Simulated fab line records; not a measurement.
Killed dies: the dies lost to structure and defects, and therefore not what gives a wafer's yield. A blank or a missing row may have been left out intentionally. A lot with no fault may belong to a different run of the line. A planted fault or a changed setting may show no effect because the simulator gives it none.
Which of the tools did it?    flow n5_finfet    11 lots with 33 wafers sampled at 6 steps, on a route of 1938 steps

## WHAT EACH GAUGE READ, for each wafer
N5_BEOL_M1_OVL_MEAS_12.
lot   measured      on          M1_OVL (nm)
L479  day 6 03:58   overlay-01  0.7 0.6 0.7
L481  day 6 11:05   overlay-02  0.1 0.0 -0.2
L482  day 6 17:19   overlay-02  0.4 -0.3 1.2
L485  day 7 09:59   overlay-01  1.0 -0.4 -0.6
L486  day 7 15:47   overlay-01  0.9 0.2 0.5
L487  day 7 23:59   overlay-01  0.4 -1.3 0.2
L490  day 9 07:07   overlay-01  -0.6 -0.6 -0.7
L492  day 10 06:48  overlay-02  0.4 0.7 0.2
L499  day 11 06:20  overlay-02  0.6 1.4 0.1
L500  day 11 13:07  overlay-01  -1.1 -1.0 -0.1
L501  day 11 19:05  overlay-01  -0.8 0.5 0.6

N5_BEOL_M1_INSPECT_13: inspects for defects (brightfield).
lot   measured      on                 raw_defect_count
L479  day 6 04:01   defect_inspect-02  323 510 365
L481  day 6 11:09   defect_inspect-02  571 623 564
L482  day 6 17:23   defect_inspect-01  283 359 382
L485  day 7 10:02   defect_inspect-01  514 398 453
L486  day 7 15:50   defect_inspect-01  576 343 546
L487  day 8 00:02   defect_inspect-01  411 296 231
L490  day 9 07:11   defect_inspect-02  412 330 360
L492  day 10 06:51  defect_inspect-02  530 455 558
L499  day 11 06:23  defect_inspect-01  363 341 325
L500  day 11 13:11  defect_inspect-02  381 359 345
L501  day 11 19:07  defect_inspect-02  354 332 380

N5_BEOL_M1_OVL_MEAS_29.
lot   measured      on          V0_OVL (nm)
L479  day 6 05:01   overlay-02  0.8 0.0 0.8
L481  day 6 12:11   overlay-01  0.6 0.5 0.2
L482  day 6 18:22   overlay-01  0.2 1.1 0.1
L485  day 7 11:04   overlay-01  0.3 0.8 2.0
L486  day 7 16:53   overlay-02  0.1 0.1 -0.5
L487  day 8 01:01   overlay-01  1.7 1.7 0.4
L490  day 9 08:13   overlay-01  7.5 6.3 6.0
L492  day 10 07:53  overlay-01  7.1 6.3 7.3
L499  day 11 07:33  overlay-02  -0.1 -1.1 -0.1
L500  day 11 13:59  overlay-01  -0.3 -0.4 0.7
L501  day 11 20:13  overlay-01  0.3 -0.2 0.0

N5_BEOL_M4_RC_MEAS_101.
lot   measured      on         DIBL_N (mV/V)   DIBL_P (mV/V)   IOFF_N (nA/um)     IOFF_P (nA/um)  ION_N (uA/um)  ION_P (uA/um)  SS_N (mV/dec)   SS_P (mV/dec)   VT_N (mV)    VT_P (mV)
L479  day 8 10:10   prober-01  33.5 36.6 33.2  31.3 35.8 31.9  0.126 0.180 0.119  0.18 0.25 0.18  677 694 671    470 480 460    70.3 71.8 70.9  72.9 73.1 72.5  250 245 252  -249 -247 -250
L481  day 8 10:22   prober-02  36.0 34.5 38.5  36.0 33.9 39.2  0.160 0.134 0.214  0.20 0.18 0.26  664 657 674    454 450 459    71.5 71.3 72.6  73.9 73.7 74.7  250 252 244  -252 -256 -247
L482  day 8 13:14   prober-02  36.0 34.5 36.4  37.2 34.3 36.9  0.162 0.130 0.145  0.23 0.19 0.22  693 667 659    478 460 457    71.3 71.4 72.1  72.9 72.8 73.6  252 253 252  -252 -250 -250
L485  day 9 12:04   prober-01  37.1 35.5 35.7  38.5 35.8 36.4  0.212 0.180 0.170  0.25 0.21 0.21  682 694 678    468 470 462    72.3 72.4 72.6  73.9 72.8 73.1  246 246 248  -248 -249 -249
L486  day 9 18:33   prober-01  36.1 34.1 37.8  36.2 34.4 38.3  0.176 0.137 0.221  0.26 0.23 0.30  697 680 711    483 475 487    71.6 70.8 72.2  73.3 73.2 74.0  245 249 242  -244 -244 -242
L487  day 9 18:21   prober-02  36.2 35.3 37.7  35.3 35.3 38.0  0.164 0.157 0.191  0.18 0.18 0.23  669 678 679    453 457 467    72.0 71.5 72.2  72.7 73.0 74.1  249 248 245  -253 -253 -249
L490  day 10 17:23  prober-01  37.6 36.9 36.2  37.8 38.0 36.3  0.174 0.172 0.153  0.24 0.26 0.22  669 694 684    461 477 468    71.9 71.3 71.9  73.7 73.5 73.2  250 248 249  -250 -247 -247
L492  day 11 21:37  prober-02  36.3 36.7 35.4  35.4 35.9 33.3  0.172 0.179 0.136  0.21 0.22 0.17  667 674 656    456 460 450    71.7 71.3 71.5  74.1 74.2 72.9  248 249 255  -250 -250 -254
L499  day 13 01:34  prober-02  36.3 35.6 35.4  36.5 36.2 35.1  0.160 0.138 0.140  0.20 0.20 0.19  671 660 673    456 451 459    72.0 71.5 70.9  74.1 73.5 74.4  248 254 252  -253 -255 -253
L500  day 13 07:11  prober-02  34.0 36.4 36.2  34.6 37.1 37.3  0.139 0.179 0.174  0.20 0.24 0.25  679 669 674    465 466 467    71.0 72.0 71.8  72.8 73.6 73.0  250 247 248  -249 -243 -245
L501  day 13 16:08  prober-01  36.3 38.2 37.6  35.9 37.1 37.4  0.147 0.161 0.169  0.21 0.23 0.24  659 665 668    459 457 464    71.3 71.4 72.0  72.9 73.6 73.7  253 250 246  -249 -250 -249

## TOOL THAT RAN EACH LOT (tool first, then ch and the chambers of the sampled wafers, then the start)
lot   N5_BEOL_M1_EXPOSE_25               N5_BEOL_M1_ALD_98
L479  euv_scanner-02 ch 0, day 6 04:50   ald_sin-01 ch 1,2, day 6 05:15
L481  euv_scanner-01 ch 0, day 6 12:01   ald_sin-04 ch 2,3, day 6 12:35
L482  euv_scanner-02 ch 0, day 6 18:11   ald_sin-04 ch 0,1,2, day 6 18:35
L485  euv_scanner-01 ch 0, day 7 10:54   ald_sin-04 ch 2,3, day 7 11:17
L486  euv_scanner-02 ch 0, day 7 16:43   ald_sin-01 ch 2,3, day 7 17:08
L487  euv_scanner-02 ch 0, day 8 00:50   ald_sin-04 ch 0,2,3, day 8 02:14
L490  euv_scanner-01 ch 0, day 9 08:02   ald_sin-01 ch 0,1,2, day 9 08:26
L492  euv_scanner-01 ch 0, day 10 07:43  ald_sin-01 ch 0,1,2, day 10 08:07
L499  euv_scanner-02 ch 0, day 11 07:22  ald_sin-02 ch 0,2, day 11 08:20
L500  euv_scanner-02 ch 0, day 11 13:49  ald_sin-01 ch 0,1,2, day 11 14:13
L501  euv_scanner-02 ch 0, day 11 20:03  ald_sin-02 ch 1,3, day 11 20:31
- N5_BEOL_M1_EXPOSE_25: exposes mask V0, defocus 5 nm, target cd 24 nm.
- N5_BEOL_M1_ALD_98: deposits SiO2, target thk 2.5 nm, pulse time 1 s, co reactant pulse time 1 s.

## WHAT THE TOOLS THEMSELVES READ (means of the sampled wafers that have a number; where no wafer has one, the mark that the record gives instead)
N5_BEOL_M1_ALD_98.
lot   tool        heater_power_w (W)  precursor_pulse_height_rel
L479  ald_sin-01  85                  1.006
L481  ald_sin-04  68                  0.999
L482  ald_sin-04  80                  1.001
L485  ald_sin-04  77                  0.997
L486  ald_sin-01  90                  1.011
L487  ald_sin-04  77                  0.999
L490  ald_sin-01  79                  0.988
L492  ald_sin-01  81                  1.012
L499  ald_sin-02  81                  1.006
L500  ald_sin-01  80                  1.000
L501  ald_sin-02  69                  1.003

## THE ANSWER, worked out from the rows above alone
Rule: the usual values come from the lots themselves. Put in order of their means at a reading, lots are off if they are a third of the lots or fewer, leave a main group of 4 or more, and stand apart from it by a gap of 3 or more times the standard deviation of the main group's means; of several such gaps the widest counts. Not used: any main group whose means are identical at the precision the tables above print for the reading. A lot without any number at a reading at which 4 lots or more have one is off too. Any other lot the step has rows for is counted as sound. The gauges are gone through in route order, then the tools' own readings, and for those a lot's mean is taken as printed above. The first step at which some lot is off is used, and at that step the reading that is off furthest; a lot without a number counts as furthest.
Off: L490, L492, seen at N5_BEOL_M1_OVL_MEAS_29 (V0_OVL). Mean 0.4 nm and standard deviation 0.52 in the main group.
A tool fits if, at a process step before that reading, it ran every lot that is off, and no sound lot after the first of them. The gauges at N5_BEOL_M1_OVL_MEAS_29 are tried like those tools. One fits: N5_BEOL_M1_EXPOSE_25 on euv_scanner-01. Its last sound lot is L485 (day 7 10:54), its first lot that is off L490 (day 9 08:02): a fault that began between those two fits.

## WHAT WAS PUT IN BY THE SIMULATOR
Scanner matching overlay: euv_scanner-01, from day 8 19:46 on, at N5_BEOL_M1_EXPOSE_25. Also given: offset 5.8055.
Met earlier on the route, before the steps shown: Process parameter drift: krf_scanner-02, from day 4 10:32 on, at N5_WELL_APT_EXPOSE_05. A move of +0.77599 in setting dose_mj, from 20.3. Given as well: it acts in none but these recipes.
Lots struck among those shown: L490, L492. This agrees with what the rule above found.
